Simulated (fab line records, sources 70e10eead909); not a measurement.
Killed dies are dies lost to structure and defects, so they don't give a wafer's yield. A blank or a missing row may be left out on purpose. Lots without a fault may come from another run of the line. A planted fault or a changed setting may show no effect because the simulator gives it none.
fab line records | flow nand_harc
record lots=24 wafers=72 last_day=26
route steps=1159 shown A_WL_FILL@809 A_CONTACT@854
lots that met no fault: from a run of the same line without faults
start_h: hours from the record's first day to the start of the lot's first wafer shown | wait_h: hours since the lot's step before | " the same as in the row above | L1.1+2: a row that stands for several wafers | - no value, or no start given | * or withheld: withheld | < > ~ a bound
route shown NAME@n: a module of which the file shows steps, and the number in the route of the first | usual: mean/standard deviation of fault-free wafers | same: alike in all rows | chamber/n: place in a boat | sites: the reading at each site | _std_site: their standard deviation | _edge_site: outer sites' mean less inner sites' | radius_mm: how far each site lies from the wafer's centre | mask NAME#n: copy n | behind: the tool/chamber that last shaped the wafer | hold: why the lot was held/for how many hours/how that ended | device: the transistor (n, p or np) that didn't switch | end of line: the same wafers' tests at the end of the route | a step without rows: its recipe alone | killed: dies lost to structure and defects at the first sort, not the wafer's yield | map: a wafer's dies, x killed, . not, _ none there
set.NAME: the setting as run; set.NAME@STEP: as run at that earlier step | model.NAME: the simulator's own value behind a step, which no gauge read
steps of the route over a sample of lots; a table a step, a row a wafer
services: from which hour (start_h, from the record's first day; less than 0 if before it) a tool's chamber was out of use, for how many hours, and why
## steps
# step NHARC_A_WL_FILL_ALD_00
# recipe target_thk_a=30 pulse_time_s=3 ald_cycles=30 temp_c=300 material=Al2O3
# usual heater_power_w=463/38 precursor_pulse_height_rel=1.000/0.021
# same ald_cycles=30
# columns lot.wafer tool chamber start_h wait_h heater_power_w precursor_pulse_height_rel
L074.3 ald_hk-01 0 332.69 0.1 468 1.011
L074.4 " 1 " " 450 1.008
L074.5 " 1 " " 448 1.006
L076.3 ald_hk-03 2 343.39 0.1 374 0.985
L076.1 " 3 " " 500 0.961
L076.4 " 0 " " 444 1.001
L077.2 ald_hk-01 2 343.40 0.1 449 0.991
L077.1 " 3 " " 455 1.001
L077.5 " 3 " " 466 0.975
L075.3 ald_hk-02 2 343.43 0.1 433 1.023
L075.4 " 1 " " 550 0.974
L075.5 " 3 " " 455 1.030
L078.4 ald_hk-02 1 347.00 0.1 517 0.981
L078.2 " 2 " " 435 0.991
L078.1 " 0 " " 462 0.959
L080.3 ald_hk-03 3 370.69 0.1 491 1.015
L080.2 " 0 " " 456 0.977
L080.5 " 0 " " 453 0.994
L079.4 ald_hk-02 2 370.76 0.1 450 1.000
L079.2 " 1 " " 538 1.004
L079.5 " 3 " " 443 0.984
L083.3 ald_hk-01 0 387.21 0.1 482 1.010
L083.2 " 1 " " 441 0.981
L083.4 " 3 " " 451 0.998
L081.4 ald_hk-01 2 387.43 0.2 444 1.001
L081.5 " 0 " " 478 1.009
L081.6 " 1 " " 449 0.994
L084.2 ald_hk-01 2 390.34 0.1 444 0.998
L084.4 " 0 " " 490 0.980
L084.6 " 3 " " 461 0.999
L082.3 ald_hk-03 2 390.36 0.1 383 1.045
L082.6 " 2 " " 379 1.003
L082.5 " 3 " " 501 1.004
L085.2 ald_hk-01 3 407.78 0.1 453 1.013
L085.4 " 2 " " 448 0.973
L085.6 " 0 " " 478 0.979
L089.2 ald_hk-01 1 407.95 0.2 447 1.005
L089.4 " 2 " " 448 0.987
L089.5 " 1 " " 447 0.990
L086.3 ald_hk-02 1 408.16 0.4 533 0.982
L086.2 " 2 " " 436 0.989
L086.6 " 0 " " 469 1.003
L087.4 ald_hk-01 1 408.17 0.4 437 1.018
L087.2 " 2 " " 457 0.971
L087.6 " 3 " " 458 0.996
L090.2 ald_hk-02 2 428.34 0.1 446 0.995
L090.6 " 1 " " 538 0.967
L090.5 " 2 " " 436 0.977
L088.1 ald_hk-02 0 428.50 0.3 475 1.002
L088.2 " 2 " " 439 0.998
L088.5 " 3 " " 448 0.978
L091.3 ald_hk-03 3 437.96 0.1 498 0.991
L091.2 " 1 " " 541 1.028
L091.6 " 2 " " 372 1.015
L092.1 ald_hk-01 1 437.98 0.1 449 0.970
L092.3 " 2 " " 434 1.021
L092.4 " 3 " " 432 1.002
L094.2 ald_hk-02 2 453.82 0.1 443 0.989
L094.3 " 0 " " 458 1.030
L094.1 " 1 " " 545 1.012
L093.1 ald_hk-03 0 453.90 0.1 465 0.989
L093.2 " 1 " " 519 1.001
L093.5 " 2 " " 371 1.009
L095.2 ald_hk-02 0 457.48 0.6 470 0.980
L095.3 " 3 " " 450 0.999
L095.6 " 1 " " 532 0.979
L096.3 ald_hk-02 0 481.81 0.1 475 0.959
L096.2 " 1 " " 545 1.004
L096.6 " 3 " " 425 1.041
L097.2 ald_hk-02 0 481.95 0.2 486 0.990
L097.4 " 1 " " 550 0.984
L097.6 " 1 " " 531 1.011
# step NHARC_A_WL_FILL_ALD_02
# recipe target_thk_a=20 pulse_time_s=3 ald_cycles=100 temp_c=450 material=TiN
# usual heater_power_w=1096/110 precursor_pulse_height_rel=1.000/0.022
# same ald_cycles=100
# columns lot.wafer tool chamber start_h wait_h heater_power_w precursor_pulse_height_rel
L074.3 ald_metal-02 1 333.21 0.1 1250 0.959
L074.4 " 0 " " 1107 1.006
L074.5 " 2 " " 1150 0.992
L076.3 ald_metal-02 0 343.87 0.1 1102 1.028
L076.1 " 1 " " 1270 1.005
L076.4 " 3 " " 872 0.997
L077.2 ald_metal-01 3 344.04 0.2 1085 0.984
L077.1 " 2 " " 1149 0.983
L077.5 " 3 " " 1100 1.050
L075.3 ald_metal-02 0 344.15 0.1 1105 0.989
L075.4 " 1 " " 1226 1.025
L075.5 " 0 " " 1103 0.994
L078.2 ald_metal-02 0 347.47 0.2 1108 1.015
L078.1 " 1 " " 1261 1.008
L078.4 " 2 " " 1165 0.989
L080.3 ald_metal-01 3 371.21 0.2 1075 0.994
L080.2 " 1 " " 1096 0.994
L080.5 " 3 " " 1086 1.041
L079.4 ald_metal-03 3 371.25 0.1 1183 0.964
L079.2 " 0 " " 903 1.033
L079.5 " 0 " " 870 1.025
L083.2 ald_metal-03 1 387.69 0.2 1157 1.005
L083.3 " 2 " " 1086 0.959
L083.4 " 3 " " 1174 1.007
L081.4 ald_metal-01 3 387.92 0.2 1061 0.986
L081.5 " 2 " " 1161 1.021
L081.6 " 3 " " 1094 1.043
L084.4 ald_metal-02 1 390.82 0.1 1224 1.022
L084.2 " 3 " " 910 1.008
L084.6 " 1 " " 1234 1.000
L082.3 ald_metal-01 3 390.85 0.1 1096 1.009
L082.5 " 3 " " 1112 1.001
L082.6 " 0 " " 974 0.978
L085.4 ald_metal-02 0 408.28 0.1 1133 0.986
L085.2 " 3 " " 868 1.003
L085.6 " 0 " " 1124 1.019
L089.4 ald_metal-01 0 408.45 0.1 968 0.985
L089.2 " 2 " " 1163 0.982
L089.5 " 0 " " 958 1.013
L087.2 ald_metal-03 3 408.70 0.2 1195 1.020
L087.4 " 0 " " 918 1.022
L087.6 " 1 " " 1110 0.995
L086.3 ald_metal-02 3 408.78 0.2 911 1.029
L086.2 " 1 " " 1224 1.023
L086.6 " 3 " " 908 1.004
L090.2 ald_metal-02 0 428.90 0.3 1106 0.950
L090.5 " 1 " " 1232 1.003
L090.6 " 2 " " 1141 0.973
L088.2 ald_metal-01 2 429.01 0.2 1174 0.973
L088.1 " 0 " " 971 0.971
L088.5 " 1 " " 1096 1.011
L091.3 ald_metal-01 2 438.41 0.1 1163 0.996
L091.2 " 0 " " 952 1.001
L091.6 " 2 " " 1193 1.035
L092.3 ald_metal-02 2 438.60 0.1 1161 1.006
L092.1 " 3 " " 904 0.990
L092.4 " 0 " " 1088 1.000
L093.1 ald_metal-03 0 454.32 0.2 877 0.997
L093.2 " 3 " " 1199 0.983
L093.5 " 1 " " 1139 0.983
L094.1 ald_metal-02 0 454.34 0.2 1150 1.018
L094.2 " 1 " " 1255 0.980
L094.3 " 2 " " 1171 1.021
L095.3 ald_metal-02 1 458.11 0.2 1215 1.004
L095.2 " 3 " " 889 0.987
L095.6 " 1 " " 1219 1.031
L096.3 ald_metal-02 2 482.46 0.2 1167 0.976
L096.2 " 0 " " 1124 0.974
L096.6 " 2 " " 1149 1.004
L097.4 ald_metal-03 3 482.63 0.1 1194 0.987
L097.2 " 0 " " 894 1.020
L097.6 " 2 " " 1082 1.021
# step NHARC_A_CONTACT_CD_MEAS_42
# recipe target_cd_nm=200 landing_energy_ev=500
# usual cd_nm=200.2/0.49
# same landing_energy_ev=500
# columns lot.wafer tool chamber start_h wait_h cd_nm
L074.3 cd_sem-01 0 364.74 - 200.4
L074.4 " 0 " " 200.7
L074.5 " 0 " " 200.3
L077.1 cd_sem-03 0 376.37 - 199.6
L077.2 " 0 " " 200.5
L077.5 " 0 " " 199.7
L075.3 cd_sem-02 0 377.98 - 200.3
L075.4 " 0 " " 200.8
L075.5 " 0 " " 200.3
L076.1 cd_sem-02 0 380.18 - 199.7
L076.3 " 0 " " 200.3
L076.4 " 0 " " 200.3
L078.1 cd_sem-01 0 385.36 - 200.4
L078.2 " 0 " " 200.3
L078.4 " 0 " " 200.0
L080.2 cd_sem-02 0 402.56 - 200.7
L080.3 " 0 " " 200.5
L080.5 " 0 " " 199.8
L079.2 cd_sem-03 0 404.75 - 199.9
L079.4 " 0 " " 199.4
L079.5 " 0 " " 199.7
L081.4 cd_sem-01 0 417.20 - 199.6
L081.5 " 0 " " 200.9
L081.6 " 0 " " 200.6
L083.2 cd_sem-02 0 419.33 - 200.5
L083.3 " 0 " " 200.9
L083.4 " 0 " " 201.2
L084.2 cd_sem-03 0 428.62 - 200.4
L084.4 " 0 " " 200.4
L084.6 " 0 " " 200.5
L082.3 cd_sem-03 0 428.91 - 200.5
L082.5 " 0 " " 200.9
L082.6 " 0 " " 200.3
L087.2 cd_sem-03 0 443.05 - 200.8
L087.4 " 0 " " 199.5
L087.6 " 0 " " 200.5
L085.2 cd_sem-02 0 444.76 - 200.7
L085.4 " 0 " " 200.4
L085.6 " 0 " " 200.2
L089.2 cd_sem-03 0 448.51 - 199.6
L089.4 " 0 " " 199.6
L089.5 " 0 " " 200.3
L086.2 cd_sem-03 0 450.38 - 200.6
L086.3 " 0 " " 199.5
L086.6 " 0 " " 199.6
L090.2 cd_sem-02 0 463.30 - 200.6
L090.5 " 0 " " 200.1
L090.6 " 0 " " 200.4
L088.1 cd_sem-01 0 464.66 - 200.3
L088.2 " 0 " " 200.6
L088.5 " 0 " " 199.8
L091.2 cd_sem-03 0 474.35 - 200.0
L091.3 " 0 " " 199.6
L091.6 " 0 " " 199.5
L092.1 cd_sem-01 0 474.51 - 199.8
L092.3 " 0 " " 199.9
L092.4 " 0 " " 199.7
L094.1 cd_sem-01 0 491.46 - 200.7
L094.2 " 0 " " 199.8
L094.3 " 0 " " 200.2
L093.1 cd_sem-01 0 493.65 - 199.4
L093.2 " 0 " " 199.5
L093.5 " 0 " " 200.5
L095.2 cd_sem-03 0 496.77 - 200.3
L095.3 " 0 " " 201.0
L095.6 " 0 " " 200.2
L096.2 cd_sem-03 0 517.46 - 200.0
L096.3 " 0 " " 200.9
L096.6 " 0 " " 201.1
L097.2 cd_sem-01 0 529.80 - 199.6
L097.4 " 0 " " 200.5
L097.6 " 0 " " 200.3
# step NHARC_A_CONTACT_ETCH_113
# recipe source_w=withheld pressure_mtorr=20 bias_v=3000 time_s=94 target_depth_a=9220 ar_flow_sccm=withheld c4f8_flow_sccm=withheld o2_flow_sccm=withheld chemistry=C4F8/O2/Ar
# columns lot.wafer tool chamber start_h wait_h rf_hours_counter_h
L074.4 har_cap_etch-01 1 366.55 0.1 -
L074.3 " 0 " " -
L074.5 " 0 " " -
L077.2 har_cap_etch-02 0 378.11 0.1 10
L077.1 " 1 " " 10
L077.5 " 1 " " -
L075.3 har_cap_etch-03 0 379.85 0.1 -
L075.4 " 1 " " -
L075.5 " 1 " " -
L076.1 har_cap_etch-01 1 384.76 0.1 58
L076.3 " 0 " " -
L076.4 " 1 " " -
L078.2 har_cap_etch-01 0 387.32 0.1 60
L078.1 " 1 " " 60
L078.4 " 0 " " -
L080.2 har_cap_etch-03 0 404.28 0.1 86
L080.3 " 1 " " -
L080.5 " 0 " " -
L079.2 har_cap_etch-02 0 406.53 0.1 15
L079.4 " 1 " " -
L079.5 " 0 " " -
L081.4 har_cap_etch-02 0 418.96 0.1 -
L081.6 " 0 " " -
L081.5 " 1 " " -
L083.2 har_cap_etch-03 0 421.08 0.1 89
L083.4 " 1 " " -
L083.3 " 0 " " -
L084.2 har_cap_etch-01 0 430.40 0.1 64
L084.4 " 0 " " -
L084.6 " 0 " " -
L082.3 har_cap_etch-02 0 430.85 0.1 -
L082.6 " 0 " " -
L082.5 " 1 " " -
L087.2 har_cap_etch-03 1 444.80 0.1 93
L087.4 " 1 " " -
L087.6 " 1 " " -
L085.2 har_cap_etch-02 0 446.52 0.1 22
L085.4 " 1 " " -
L085.6 " 0 " " -
L089.2 har_cap_etch-03 0 450.39 0.1 94
L089.4 " 1 " " -
L089.5 " 1 " " -
L086.2 har_cap_etch-02 0 452.12 0.1 24
L086.3 " 0 " " -
L086.6 " 1 " " -
L090.2 har_cap_etch-02 1 465.04 0.1 26
L090.6 " 0 " " -
L090.5 " 1 " " -
L088.2 har_cap_etch-03 0 466.40 0.1 98
L088.1 " 1 " " 98
L088.5 " 0 " " -
L091.2 har_cap_etch-01 1 476.11 0.1 73
L091.3 " 1 " " -
L091.6 " 1 " " -
L092.1 har_cap_etch-02 1 476.26 0.1 28
L092.4 " 0 " " -
L092.3 " 1 " " -
L094.2 har_cap_etch-01 1 493.34 0.1 75
L094.1 " 0 " " 75
L094.3 " 1 " " -
L093.1 har_cap_etch-02 0 495.39 0.1 31
L093.2 " 1 " " 31
L093.5 " 1 " " -
L095.2 har_cap_etch-01 0 500.44 0.1 76
L095.3 " 0 " " -
L095.6 " 0 " " -
L096.2 har_cap_etch-03 0 519.29 0.1 105
L096.3 " 0 " " -
L096.6 " 0 " " -
L097.2 har_cap_etch-01 1 531.56 0.1 81
L097.4 " 0 " " -
L097.6 " 1 " " -
# step NHARC_A_CONTACT_ETCH_114
# recipe source_w=withheld pressure_mtorr=20 bias_v=3000 time_s=94 target_depth_a=9220 ar_flow_sccm=withheld c4f8_flow_sccm=withheld o2_flow_sccm=withheld chemistry=C4F8/O2/Ar
# columns lot.wafer tool chamber start_h wait_h rf_hours_counter_h
L074.4 har_cap_etch-01 1 366.64 0.1 -
L074.3 " 0 " " -
L074.5 " 0 " " -
L077.2 har_cap_etch-02 0 378.20 0.1 10
L077.1 " 1 " " 10
L077.5 " 1 " " -
L075.3 har_cap_etch-03 0 379.95 0.1 -
L075.4 " 1 " " -
L075.5 " 1 " " -
L076.1 har_cap_etch-01 1 384.85 0.1 58
L076.3 " 0 " " -
L076.4 " 1 " " -
L078.2 har_cap_etch-01 0 387.41 0.1 60
L078.1 " 1 " " 60
L078.4 " 0 " " -
L080.2 har_cap_etch-03 0 404.37 0.1 86
L080.3 " 1 " " -
L080.5 " 0 " " -
L079.2 har_cap_etch-02 0 406.62 0.1 15
L079.4 " 1 " " -
L079.5 " 0 " " -
L081.4 har_cap_etch-02 0 419.05 0.1 -
L081.6 " 0 " " -
L081.5 " 1 " " -
L083.2 har_cap_etch-03 0 421.17 0.1 89
L083.4 " 1 " " -
L083.3 " 0 " " -
L084.2 har_cap_etch-01 0 430.49 0.1 64
L084.4 " 0 " " -
L084.6 " 0 " " -
L082.3 har_cap_etch-02 0 430.94 0.1 -
L082.6 " 0 " " -
L082.5 " 1 " " -
L087.2 har_cap_etch-03 1 444.89 0.1 93
L087.4 " 1 " " -
L087.6 " 1 " " -
L085.2 har_cap_etch-02 0 446.61 0.1 23
L085.4 " 1 " " -
L085.6 " 0 " " -
L089.2 har_cap_etch-03 0 450.48 0.1 94
L089.4 " 1 " " -
L089.5 " 1 " " -
L086.2 har_cap_etch-02 0 452.21 0.1 24
L086.3 " 0 " " -
L086.6 " 1 " " -
L090.2 har_cap_etch-02 1 465.13 0.1 26
L090.6 " 0 " " -
L090.5 " 1 " " -
L088.2 har_cap_etch-03 0 466.49 0.1 98
L088.1 " 1 " " 98
L088.5 " 0 " " -
L091.2 har_cap_etch-01 1 476.20 0.1 73
L091.3 " 1 " " -
L091.6 " 1 " " -
L092.1 har_cap_etch-02 1 476.36 0.1 28
L092.4 " 0 " " -
L092.3 " 1 " " -
L094.2 har_cap_etch-01 1 493.43 0.1 75
L094.1 " 0 " " 75
L094.3 " 1 " " -
L093.1 har_cap_etch-02 0 495.49 0.1 31
L093.2 " 1 " " 31
L093.5 " 1 " " -
L095.2 har_cap_etch-01 0 500.53 0.1 76
L095.3 " 0 " " -
L095.6 " 0 " " -
L096.2 har_cap_etch-03 0 519.41 0.1 105
L096.3 " 0 " " -
L096.6 " 0 " " -
L097.2 har_cap_etch-01 1 531.65 0.1 81
L097.4 " 0 " " -
L097.6 " 1 " " -
# step NHARC_A_CONTACT_ETCH_123
# recipe source_w=withheld pressure_mtorr=20 bias_v=400 time_s=253 target_depth_a=10900 ar_flow_sccm=withheld c4f8_flow_sccm=11.5 o2_flow_sccm=7.2 chemistry=C4F8/O2/Ar
# columns lot.wafer tool chamber start_h wait_h rf_hours_counter_h
L074.4 har_cap_etch-01 1 367.54 0.2 -
L074.3 " 0 " " -
L074.5 " 0 " " -
L077.2 har_cap_etch-02 0 379.02 0.1 11
L077.1 " 1 " " 11
L077.5 " 1 " " -
L075.3 har_cap_etch-03 0 380.84 0.2 -
L075.4 " 1 " " -
L075.5 " 1 " " -
L076.1 har_cap_etch-01 1 385.70 0.1 59
L076.3 " 0 " " -
L076.4 " 1 " " -
L078.2 har_cap_etch-01 0 388.23 0.1 60
L078.1 " 1 " " 60
L078.4 " 0 " " -
L080.2 har_cap_etch-03 0 405.19 0.1 87
L080.3 " 1 " " -
L080.5 " 0 " " -
L079.2 har_cap_etch-02 0 407.48 0.1 16
L079.4 " 1 " " -
L079.5 " 0 " " -
L081.4 har_cap_etch-02 0 419.95 0.2 -
L081.6 " 0 " " -
L081.5 " 1 " " -
L083.2 har_cap_etch-03 0 422.02 0.1 90
L083.4 " 1 " " -
L083.3 " 0 " " -
L084.2 har_cap_etch-01 0 431.35 0.1 65
L084.4 " 0 " " -
L084.6 " 0 " " -
L082.3 har_cap_etch-02 0 431.84 0.2 -
L082.6 " 0 " " -
L082.5 " 1 " " -
L087.2 har_cap_etch-03 1 445.74 0.1 94
L087.4 " 1 " " -
L087.6 " 1 " " -
L085.2 har_cap_etch-02 0 447.46 0.1 23
L085.4 " 1 " " -
L085.6 " 0 " " -
L089.2 har_cap_etch-03 0 451.30 0.1 95
L089.4 " 1 " " -
L089.5 " 1 " " -
L086.2 har_cap_etch-02 0 453.03 0.1 24
L086.3 " 0 " " -
L086.6 " 1 " " -
L090.2 har_cap_etch-02 1 465.99 0.1 26
L090.6 " 0 " " -
L090.5 " 1 " " -
L088.2 har_cap_etch-03 0 467.31 0.1 99
L088.1 " 1 " " 99
L088.5 " 0 " " -
L091.2 har_cap_etch-01 1 477.06 0.1 74
L091.3 " 1 " " -
L091.6 " 1 " " -
L092.1 har_cap_etch-02 1 477.21 0.1 29
L092.4 " 0 " " -
L092.3 " 1 " " -
L094.2 har_cap_etch-01 1 494.25 0.1 76
L094.1 " 0 " " 76
L094.3 " 1 " " -
L093.1 har_cap_etch-02 0 496.30 0.1 32
L093.2 " 1 " " 32
L093.5 " 1 " " -
L095.2 har_cap_etch-01 0 501.35 0.1 77
L095.3 " 0 " " -
L095.6 " 0 " " -
L096.2 har_cap_etch-03 0 520.32 0.1 106
L096.3 " 0 " " -
L096.6 " 0 " " -
L097.2 har_cap_etch-01 1 532.51 0.1 81
L097.4 " 0 " " -
L097.6 " 1 " " -
## services
# columns tool chamber start_h hours kind
ald_metal-03 - 322.00 10.0 pm
har_cap_etch-02 0 322.00 - clean
har_cap_etch-02 1 322.00 - clean
har_cap_etch-03 - 324.59 1.7 repair
ald_hk-03 - 328.58 10.0 pm
ald_metal-03 3 340.79 22.1 repair
ald_metal-02 - 364.00 10.0 pm
ald_metal-02 0 364.00 10.0 vent_cycle
ald_metal-02 1 364.00 10.0 vent_cycle
ald_metal-02 2 364.00 10.0 vent_cycle
ald_metal-02 3 364.00 10.0 vent_cycle
ald_metal-02 0 374.00 - clean
ald_metal-02 1 374.00 - clean
ald_hk-02 - 399.21 1.4 repair
ald_hk-01 - 411.17 10.0 pm
har_cap_etch-01 - 420.51 0.6 repair
ald_metal-03 3 428.63 3.1 repair
ald_metal-03 3 439.35 3.7 repair
ald_metal-01 - 458.15 10.0 pm
ald_hk-02 - 458.57 10.0 pm
ald_metal-03 - 491.33 2.5 repair
ald_metal-03 - 500.00 10.0 pm
ald_hk-03 - 507.34 10.0 pm
ald_metal-02 0 511.19 28.1 repair
## key
fault none
